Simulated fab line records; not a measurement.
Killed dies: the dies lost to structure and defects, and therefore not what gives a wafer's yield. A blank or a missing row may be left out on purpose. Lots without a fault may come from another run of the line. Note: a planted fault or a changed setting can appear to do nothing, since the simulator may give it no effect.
Split-lot trial	flow n5_finfet	route with 1938 steps; 7 lots, 21 wafers read

ON THE SPLIT
At N5_DUMMY_GATE_COAT_28 (time 60 s, resist thk 10 nm), the setting spin_rpm was moved away from the recipe's 1500 rpm on 3 of the 21 wafers read, by -7.0% to +8.7%. All remaining wafers had this setting at the recipe value.

The reading is taken at the split's own step.

THE READING
underlayer_of_DUMMY_GATE_COAT_28.thk_nm (the simulator's own value, which no gauge read), in nm, at N5_DUMMY_GATE_COAT_28 (time 60 s, resist thk 10 nm). No usual value for it is given in the file.

wafer	tool, chamber at the split	spin_rpm as run, rpm	against the recipe	underlayer_of_DUMMY_GATE_COAT_28.thk_nm, nm	against lot-mates on the recipe
L075.1	litho_track-05, 0	1500	recipe	10	-
L075.3	litho_track-05, 0	1500	recipe	10	-
L075.6	litho_track-05, 0	1500	recipe	10	-
L081.2	litho_track-03, 0	1500	recipe	10	-
L081.5	litho_track-03, 0	1500	recipe	10	-
L081.6	litho_track-03, 0	1500	recipe	10	-
L083.1	litho_track-02, 0	1500	recipe	10	-
L083.3	litho_track-02, 0	1500	recipe	10	-
L083.4	litho_track-02, 0	1395	-7.0%	10.4	+0.4
L086.2	litho_track-02, 0	1500	recipe	10	-
L086.4	litho_track-02, 0	1631	+8.7%	9.6	-0.4
L086.6	litho_track-02, 0	1631	+8.7%	9.6	-0.4
L088.1	litho_track-05, 0	1500	recipe	10	-
L088.3	litho_track-05, 0	1500	recipe	10	-
L088.6	litho_track-05, 0	1500	recipe	10	-
L093.1	litho_track-02, 0	1500	recipe	10	-
L093.2	litho_track-02, 0	1500	recipe	10	-
L093.4	litho_track-02, 0	1500	recipe	10	-
L095.2	litho_track-03, 0	1500	recipe	10	-
L095.4	litho_track-03, 0	1500	recipe	10	-
L095.6	litho_track-03, 0	1500	recipe	10	-

FIT RESULTS
A straight line over all 21 wafers: underlayer_of_DUMMY_GATE_COAT_28.thk_nm changes by -0.0488 nm for each +1% of spin_rpm; r = -1.00; the points scatter about the line by 0.015 nm.
The same after taking each lot's own level away (the mean of its wafers on the recipe; 21 wafers): -0.0488 nm for each +1%; r = -1.00; scatter 0.015 nm.
On that fit, the largest move of spin_rpm shifts the reading by 0.43 nm.
The lots' own levels span 10.00 to 10.00 nm.
So the lot-to-lot level changes the slope little: the two slopes agree.
Check: -0.435 nm against its lot-mates is what the line predicts for one of the wafers moved furthest among these (+8.7%) when that wafer is left out of the fit. Against them it came out at -0.4 nm.

ADDITIONAL SPLITS CARRIED BY THESE WAFERS
Note: prior to the reading, these wafers also went through further splits. Each is held against what the fit with the lots' levels taken away leaves over:
other split on the same wafers	wafers away from the commonest value	r with underlayer_of_DUMMY_GATE_COAT_28.thk_nm (lot level and that fit taken away)
N5_ZERO_LAYER_EXPOSE_08 dose_mj	6	+0.30
N5_WELL_APT_COAT_02 spin_rpm	9	-0.12
N5_PMOS_HMC_CHANNEL_EPI_PEB_07 peb_time_s	7	-0.15
N5_PMOS_HMC_CHANNEL_EPI_DEVELOP_08 develop_time_s	8	-0.05
N5_FIN_SAQP_COAT_49 spin_rpm	11	-0.31
N5_FIN_SAQP_DEVELOP_15 develop_time_s	6	+0.10
N5_FIN_SAQP_FIN_ETCH_36 icp_w	7	-0.24

THE FILE'S OWN FIT
underlayer_of_DUMMY_GATE_COAT_28.thk_nm changes by -0.0502 nm for each +1% of spin_rpm, r = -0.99.
